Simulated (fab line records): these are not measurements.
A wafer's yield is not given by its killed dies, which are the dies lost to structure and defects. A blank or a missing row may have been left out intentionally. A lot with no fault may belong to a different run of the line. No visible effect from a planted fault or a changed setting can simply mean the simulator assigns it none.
Struck lot and sound lot, side by side || flow nand harc || 16 steps out of a route of 1302
Sound: wafers L792.1, L792.4, L792.6. Wafers L802.3, L802.5, L802.6 were the ones struck. The cause is named last.
Order at every step that has rows: each side's tool, ch and its chambers, its first start. Under that, the readings that differ: sound wafers || struck wafers || difference of the means || sigmas: that difference in standard deviations of wafers without a fault.
alike: a reading whose means differ by less than 2 such deviations, as well as words and numbers matching on both sides. not compared: withheld readings; readings where some wafer has no value; bounds like >300 that might hide an equal value; numbers whose values overlap and for which the record gives no deviation.
Wherever a step has rows on one side only, a row that says differs or no value, or a row with sigmas, the two part there. Numbers that don't overlap but have no deviation are shown without sigmas and don't part them. A reading missing from all wafers of one side parts the sides only when that side holds two or more wafers.

NHARC_P_M2_INSPECT_11:
  sound on defect inspect-01 at day 7 23:02; struck on defect inspect-01 at day 11 16:14
  alike: raw defect count
NHARC_P_M2_DESCUM_14: chemistry O2, time 3 s.
  sound on rie diel-01 ch 0,1,3, day 7 23:11; struck on rie diel-05 ch 2,3, day 11 16:18
{"reading": "oes product au (a.u.)", "sound": "1.012 1.010 1.011", "struck": "0.979 0.982 0.981", "difference": -0.030, "sigmas": -2}
  alike: drypump motor current A, o2 flow sccm, rf vpp V, showerhead plenum p Torr, throttle valve pct
  not compared: rf hours counter h
then, 2 steps without rows for these wafers: NHARC_P_M2_ETCH_35 (etches the open film in N2/H2, target depth 40 nm, overetch 12 nm, time 43.94 s); NHARC_P_M2_ETCH_15 (etches the open film in C4F8/Ar, target depth 182.5 nm, time 91.2 s).
NHARC_P_M2_CD_MEAS_16:
  sound on cd sem-03 at day 7 23:28; struck on cd sem-03 at day 11 16:36
  alike: cd nm
then, 1 step without rows for these wafers: NHARC_P_M2_STRIP_18 (strips in N2/H2).
NHARC_P_M2_ETCH_28: etches the open film in CF4/N2, target depth 30 nm, time 72.99 s.
  sound on rie diel-01 ch 1,2,3; struck on rie diel-13 ch 2,3
  alike: drypump motor current A, oes product au, rf vpp V, showerhead plenum p Torr, throttle valve pct
  not compared: rf hours counter h
then, 1 step without rows for these wafers: NHARC_P_M2_STRIP_19 (strips in post etch residue remover, time 600 s).
NHARC_P_M2_DEGAS_29: time 60 s.
  sound on pvd sputter-03 at day 8 00:11; struck on pvd sputter-02 at day 11 17:19
  alike: heater power w
NHARC_P_M2_PRE_CLEAN_30: time 30 s.
  sound on pvd sputter-03; struck on pvd sputter-02
  alike: heater power w
then, 1 step without rows for these wafers: NHARC_P_M2_PVD_20 (deposits TaN, target thk 5 nm, time 8.06 s).
NHARC_P_M2_PVD_21: deposits Cu, target thk 30 nm, time 20.49 s.
  sound on pvd sputter-03; struck on pvd sputter-02
  alike: throttle valve pct
NHARC_P_M2_ECD_22: material Cu, target thk 400 nm.
  sound on ecd cu-01 ch 0,1, day 8 00:34; struck on ecd cu-01 ch 0,1, day 11 17:49
then, 1 step without rows for these wafers: NHARC_P_M2_ANNEAL_31 (time 90 s).
NHARC_P_M2_CMP_23: polishes, t overpolish 20 s, target thk 144.3 nm.
  sound on cmp-02 ch 1,3, day 8 01:17; struck on cmp-04 ch 0,1, day 11 18:23
{"reading": "time to endpoint s (s)", "sound": "35.1 31.5 32.3", "struck": "48.1 45.7 48.7", "difference": "+14.5", "sigmas": "+5"}
  alike: motor current A
NHARC_P_M2_THK_MEAS_24: measures by xrf.
  sound on film metro-01 at day 8 01:36; struck on film metro-02 at day 11 18:43
  alike: thk nm

## WHERE THEY PART
Last at NHARC_P_M2_CMP_23 as far as this record goes, first at NHARC_P_M2_DESCUM_14. Later steps at which nothing parts them and some readings are alike: NHARC_P_M2_THK_MEAS_24.

WHY: the cause the simulator had injected
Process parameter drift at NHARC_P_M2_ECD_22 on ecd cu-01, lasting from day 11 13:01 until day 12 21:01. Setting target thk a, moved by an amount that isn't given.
